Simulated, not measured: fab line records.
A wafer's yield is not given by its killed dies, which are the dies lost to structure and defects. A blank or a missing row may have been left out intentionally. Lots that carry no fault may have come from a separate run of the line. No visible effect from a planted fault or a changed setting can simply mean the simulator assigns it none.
Matching of chambers :: flow n5Finfet :: rieDiel-02 running N5_SD_EPI_P_ETCH_16: 4 sister chambers
The step etches SiO2 in CHF3/O2, target depth 5 nm. 18 wafers are shown with their chamber, then 9 later ones without.

== WAFERS WITH THEIR CHAMBER ==
wafer: L076.1
chamber: 1
throttleValvePct (%): 18.5
rfVppV (V): 502
drypumpMotorCurrentA (A): 5.9

wafer: L076.3
chamber: 3
throttleValvePct (%): 19.4
rfVppV (V): 535
drypumpMotorCurrentA (A): 5.1

wafer: L076.6
chamber: 1
throttleValvePct (%): 18.5
rfVppV (V): 505
drypumpMotorCurrentA (A): 5.9

wafer: L077.1
chamber: 0
throttleValvePct (%): 19.3
rfVppV (V): 513
drypumpMotorCurrentA (A): 6.0

wafer: L077.3
chamber: 2
throttleValvePct (%): 18.6
rfVppV (V): 532
drypumpMotorCurrentA (A): 5.8

wafer: L077.5
chamber: 3
throttleValvePct (%): 19.4
rfVppV (V): 535
drypumpMotorCurrentA (A): 5.0

wafer: L084.1
chamber: 0
throttleValvePct (%): 19.3
rfVppV (V): 512
drypumpMotorCurrentA (A): 6.0

wafer: L084.3
chamber: 2
throttleValvePct (%): 18.6
rfVppV (V): 533
drypumpMotorCurrentA (A): 5.8

wafer: L084.4
chamber: 1
throttleValvePct (%): 18.5
rfVppV (V): 504
drypumpMotorCurrentA (A): 6.0

wafer: L085.3
chamber: 2
throttleValvePct (%): 18.6
rfVppV (V): 534
drypumpMotorCurrentA (A): 5.8

wafer: L085.5
chamber: 0
throttleValvePct (%): 19.3
rfVppV (V): 513
drypumpMotorCurrentA (A): 6.0

wafer: L085.6
chamber: 1
throttleValvePct (%): 18.5
rfVppV (V): 503
drypumpMotorCurrentA (A): 5.9

wafer: L086.1
chamber: 2
throttleValvePct (%): 18.6
rfVppV (V): 534
drypumpMotorCurrentA (A): 5.7

wafer: L086.2
chamber: 3
throttleValvePct (%): 19.5
rfVppV (V): 534
drypumpMotorCurrentA (A): 5.0

wafer: L086.5
chamber: 2
throttleValvePct (%): 18.7
rfVppV (V): 533
drypumpMotorCurrentA (A): 5.8

wafer: L088.2
chamber: 2
throttleValvePct (%): 18.6
rfVppV (V): 532
drypumpMotorCurrentA (A): 5.8

wafer: L088.3
chamber: 1
throttleValvePct (%): 18.5
rfVppV (V): 502
drypumpMotorCurrentA (A): 5.9

wafer: L088.5
chamber: 2
throttleValvePct (%): 18.6
rfVppV (V): 533
drypumpMotorCurrentA (A): 5.8

SIGNATURES (means of the wafers above)
reading: throttleValvePct
chamber 0: 19.300
chamber 1: 18.500
chamber 2: 18.614
chamber 3: 19.433
scatter within a chamber: 0.033

reading: rfVppV
chamber 0: 512.67
chamber 1: 503.20
chamber 2: 533.00
chamber 3: 534.67
scatter within a chamber: 0.931

reading: drypumpMotorCurrentA
chamber 0: 6.000
chamber 1: 5.920
chamber 2: 5.786
chamber 3: 5.033
scatter within a chamber: 0.0407
Rule: a wafer lies at a distance from a chamber equal to the root of the sum of squares, over the readings, of (its reading less the chamber's mean, divided by the reading's scatter). The wafer belongs to the nearest chamber; if the next one is less than 2 further off, it can't be placed. The scatter is the square root of a quotient: the sum, over the shown wafers, of each reading's squared deviation from its chamber's mean, divided by wafers minus chambers.

== WAFERS WITH NO CHAMBER GIVEN ==
wafer: L089.2
throttleValvePct (%): 19.3
rfVppV (V): 511
drypumpMotorCurrentA (A): 6.0

wafer: L089.4
throttleValvePct (%): 19.5
rfVppV (V): 534
drypumpMotorCurrentA (A): 5.1

wafer: L089.6
throttleValvePct (%): 19.5
rfVppV (V): 536
drypumpMotorCurrentA (A): 5.1

wafer: L091.2
throttleValvePct (%): 18.7
rfVppV (V): 533
drypumpMotorCurrentA (A): 5.7

wafer: L091.4
throttleValvePct (%): 19.5
rfVppV (V): 535
drypumpMotorCurrentA (A): 5.1

wafer: L091.6
throttleValvePct (%): 19.3
rfVppV (V): 512
drypumpMotorCurrentA (A): 6.0

wafer: L096.1
throttleValvePct (%): 18.7
rfVppV (V): 534
drypumpMotorCurrentA (A): 5.7

wafer: L096.2
throttleValvePct (%): 18.5
rfVppV (V): 502
drypumpMotorCurrentA (A): 5.9

wafer: L096.3
throttleValvePct (%): 19.3
rfVppV (V): 513
drypumpMotorCurrentA (A): 6.0

== THE CHAMBER EACH PASSED THROUGH ==
wafer: L089.2
from the rows above: 0
in truth: 0

wafer: L089.4
from the rows above: 3
in truth: 3

wafer: L089.6
from the rows above: 3
in truth: 3

wafer: L091.2
from the rows above: 2
in truth: 2

wafer: L091.4
from the rows above: 3
in truth: 3

wafer: L091.6
from the rows above: 0
in truth: 0

wafer: L096.1
from the rows above: 2
in truth: 2

wafer: L096.2
from the rows above: 1
in truth: 1

wafer: L096.3
from the rows above: 0
in truth: 0
Correctly placed: 9 of 9. Can't be placed from these rows: 0. Number placed wrongly: 0.
